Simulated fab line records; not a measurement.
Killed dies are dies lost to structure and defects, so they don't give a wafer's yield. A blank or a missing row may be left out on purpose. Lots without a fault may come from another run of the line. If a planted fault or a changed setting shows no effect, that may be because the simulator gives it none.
Chamber matching -- flow n5_finfet -- N5_BEOL_M0_STRIP_140 on rie_diel-06 has 4 sister chambers
The step strips in CF4. 14 wafers are shown with their chamber, then 7 later ones without.

== WAFERS, EACH WITH ITS CHAMBER ==
wafer,chamber,showerhead_plenum_p_Torr (Torr),throttle_valve_pct (%),oes_product_au (a.u.)
L076.1,1,1.81,13.32,0.81
L076.3,0,1.69,13.84,0.69
L076.5,1,1.81,13.36,0.81
L078.3,1,1.81,13.33,0.80
L078.5,2,1.82,13.74,0.86
L078.6,3,1.77,13.11,0.94
L080.2,1,1.81,13.39,0.80
L080.3,2,1.82,13.75,0.84
L080.6,3,1.77,13.10,0.91
L083.2,1,1.81,13.38,0.80
L083.5,2,1.82,13.74,0.83
L083.6,1,1.81,13.36,0.79
L084.1,3,1.77,13.14,0.90
L084.5,2,1.81,13.76,0.83

SIGNATURES (means of the wafers above)
reading,chamber 0,chamber 1,chamber 2,chamber 3,scatter within a chamber
showerhead_plenum_p_Torr,1.6900,1.8100,1.8175,1.7700,0.00274
throttle_valve_pct,13.8400,13.3567,13.7475,13.1167,0.0221
oes_product_au,0.6900,0.8017,0.8400,0.9167,0.0132
Rule: a wafer's distance from a chamber is the root of the sum, over the readings, of the square of ((its reading less the chamber's mean) divided by the reading's scatter). The wafer belongs to the nearest chamber; if the next one is less than 2 further off, it can't be placed. How the scatter is found: for the shown wafers, subtract from each reading the mean of its chamber, square and add these, divide the total by (wafers less chambers), then take the root.

== WAFERS WHOSE CHAMBER IS MISSING ==
wafer,showerhead_plenum_p_Torr (Torr),throttle_valve_pct (%),oes_product_au (a.u.)
L084.6,1.77,13.13,0.90
L090.1,1.80,13.40,0.78
L090.3,1.89,13.32,0.91
L090.4,1.76,13.16,0.87
L095.2,1.76,13.18,0.85
L095.3,1.80,13.41,0.78
L095.4,1.89,13.35,0.90

== THE CHAMBER EACH PASSED THROUGH ==
wafer,from the rows above,in truth
L084.6,3,3
L090.1,1,1
L090.3,1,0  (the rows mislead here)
L090.4,3,3
L095.2,3,3
L095.3,1,1
L095.4,1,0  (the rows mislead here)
Correct placement for 5 of the 7. Left unplaced by these rows: 0. Number placed wrongly: 2.
